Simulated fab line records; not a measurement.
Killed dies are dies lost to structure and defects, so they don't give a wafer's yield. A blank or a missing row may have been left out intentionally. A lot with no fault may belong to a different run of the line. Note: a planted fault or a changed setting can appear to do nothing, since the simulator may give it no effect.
8D (eight disciplines) problem report, filled in by code :: flow n5Finfet :: the parts of the form that need people (team, actions taken, sign-off) are left out

== 1. WHAT WENT WRONG ==
cdNm at N5_FIN_SAQP_CD_MEAS_31 reads a mean of 10.69 nm on 3 wafers of 3 lots; wafers without a fault read 8.09 nm with a standard deviation of 0.2. That puts it +13 standard deviations away from the usual mean.
The step: target cd 8 nm.
First observed at day 4 23:24: wafer L639.2, on cdSem-03. At this step, 21 wafers from 8 lots have a number in the record. The rule behind "out" and "out of limits": a value lying over 4 standard deviations away from the usual mean. All remaining wafers that have a number are taken as sound.

== 2. WHAT IT IS, WHAT IT ISN'T ==
question: which readings at this step
is: cdNm
is not: -

question: which lots
is: L639, L640, L642
is not: L631, L633, L648, L649, L651

question: which wafers of those lots
is: L639.2, L640.2, L642.1
is not: L639.6, L640.3, L642.6

question: read on which gauges
is: cdSem-01, cdSem-03
is not: -

question: when
is: from day 4 23:24
is not: up to then (7 sound wafers); but 11 sound wafers of L640, L642, L648, L649, L651 came after

== 3. WHAT RULES OUT EACH SUSPECT ==
Counting: a tool at a process step up to the reading stays a suspect if it ran every lot that is out. Sound lots after the first of them don't rule it out here, since some wafers of a struck lot are sound.
- the gauge at N5_FIN_SAQP_CD_MEAS_31 has been ruled out. The wafers that are out were read on 2 gauges (cdSem-01, cdSem-03).
- aldSin-04 at N5_FIN_SAQP_SPACER2_ALD_28 (deposits SiO2, target thk 8.1 nm, pulse time 1 s, purge time 2 s): kept. It processed each lot that is out (first: L639, day 4 22:45); up to then, its last sound lot is L633 (day 3 07:05).
The count leaves aldSin-04 at N5_FIN_SAQP_SPACER2_ALD_28.

== 4. THE CAUSE (what the simulator had put in) ==
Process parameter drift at N5_FIN_SAQP_SPACER2_ALD_28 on aldSin-04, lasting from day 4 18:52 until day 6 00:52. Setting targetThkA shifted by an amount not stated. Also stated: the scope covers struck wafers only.
Counting left only this tool.

== 5. THE CHAIN OF EFFECTS, in route order ==
One row per reading whose mean, taken over the struck wafers that have a number, lies over 3 standard deviations from the usual. Only readings whose record carries a usual standard deviation are examined. hours: median over the lots of the time between each lot's start at the first step of this table that gives one and its start at this step. sigmas: the change, counted in usual standard deviations.
hours: 0
step: N5_FIN_SAQP_CD_MEAS_31
reading: cdNm
usual: 8.09 nm
on struck wafers: 10.69
change: +2.60
sigmas: +13

hours: 11
step: N5_STI_FIN_REVEAL_CD_MEAS_22
reading: cdNm
usual: 6.23 nm
on struck wafers: 8.70
change: +2.47
sigmas: +9.9

hours: 143
step: N5_BEOL_M4_RC_MEAS_101
reading: DIBL_N
usual: 35.9 mV/V
on struck wafers: 52.2
change: +16.3
sigmas: +12

hours: 143
step: N5_BEOL_M4_RC_MEAS_101
reading: DIBL_P
usual: 35.9 mV/V
on struck wafers: 58.6
change: +22.7
sigmas: +13

hours: 143
step: N5_BEOL_M4_RC_MEAS_101
reading: IOFF_N
usual: 0.155 nA/um
on struck wafers: 1.666
change: +1.511
sigmas: +66

hours: 143
step: N5_BEOL_M4_RC_MEAS_101
reading: IOFF_N_85C
usual: 3.1 nA/um
on struck wafers: 22.1
change: +19.0
sigmas: +50

hours: 143
step: N5_BEOL_M4_RC_MEAS_101
reading: IOFF_N_LIN
usual: 0.072 nA/um
on struck wafers: 0.540
change: +0.468
sigmas: +52

hours: 143
step: N5_BEOL_M4_RC_MEAS_101
reading: IOFF_P
usual: 0.201 nA/um
on struck wafers: 1.338
change: +1.137
sigmas: +39

hours: 143
step: N5_BEOL_M4_RC_MEAS_101
reading: IOFF_P_85C
usual: 3.5 nA/um
on struck wafers: 17.2
change: +13.7
sigmas: +32

hours: 143
step: N5_BEOL_M4_RC_MEAS_101
reading: IOFF_P_LIN
usual: 0.096 nA/um
on struck wafers: 0.384
change: +0.288
sigmas: +26

hours: 143
step: N5_BEOL_M4_RC_MEAS_101
reading: ION_N
usual: 672 uA/um
on struck wafers: 803
change: +131
sigmas: +15

hours: 143
step: N5_BEOL_M4_RC_MEAS_101
reading: ION_P
usual: 460 uA/um
on struck wafers: 525
change: +65
sigmas: +9.3

hours: 143
step: N5_BEOL_M4_RC_MEAS_101
reading: SS_N
usual: 71.6 mV/dec
on struck wafers: 75.2
change: +3.6
sigmas: +7.5

hours: 143
step: N5_BEOL_M4_RC_MEAS_101
reading: SS_P
usual: 73.1 mV/dec
on struck wafers: 78.8
change: +5.7
sigmas: +8.9

hours: 143
step: N5_BEOL_M4_RC_MEAS_101
reading: VT_N
usual: 250.0 mV
on struck wafers: 209.4
change: -40.6
sigmas: -14

hours: 143
step: N5_BEOL_M4_RC_MEAS_101
reading: VT_N_LVT
usual: 98.6 mV
on struck wafers: 57.6
change: -41.0
sigmas: -16

hours: 143
step: N5_BEOL_M4_RC_MEAS_101
reading: VT_P
usual: -251.6 mV
on struck wafers: -226.7
change: +24.9
sigmas: +8.3

hours: 143
step: N5_BEOL_M4_RC_MEAS_101
reading: VT_P_LVT
usual: -99.6 mV
on struck wafers: -72.9
change: +26.7
sigmas: +12

hours: 247
step: N5_PASSIVATION_PROBE_49
reading: sortNPass
usual: 1083
on struck wafers: 0
change: -1083
sigmas: -64

hours: 247
step: N5_PASSIVATION_PROBE_49
reading: sortYieldPct
usual: 91.7 %
on struck wafers: 0.0
change: -91.7
sigmas: -61
Here are the process steps it includes:
- N5_PASSIVATION_PROBE_49

== 6. WHAT WOULD HAVE CAUGHT IT SOONER ==
The first out-of-limits reading at a measuring or inspecting step in this record came at day 4 23:24, 5 hours after the fault's start at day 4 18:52.
No tool reading at N5_FIN_SAQP_SPACER2_ALD_28 that has a usual standard deviation in the record was out on any struck wafer, so an alarm limit of 4 standard deviations on those readings would not have fired.
L640, L642, from the lots that are out (3), started N5_FIN_SAQP_SPACER2_ALD_28 on aldSin-04 later than day 4 23:24. A hold on the tool at that time would have spared those 2.
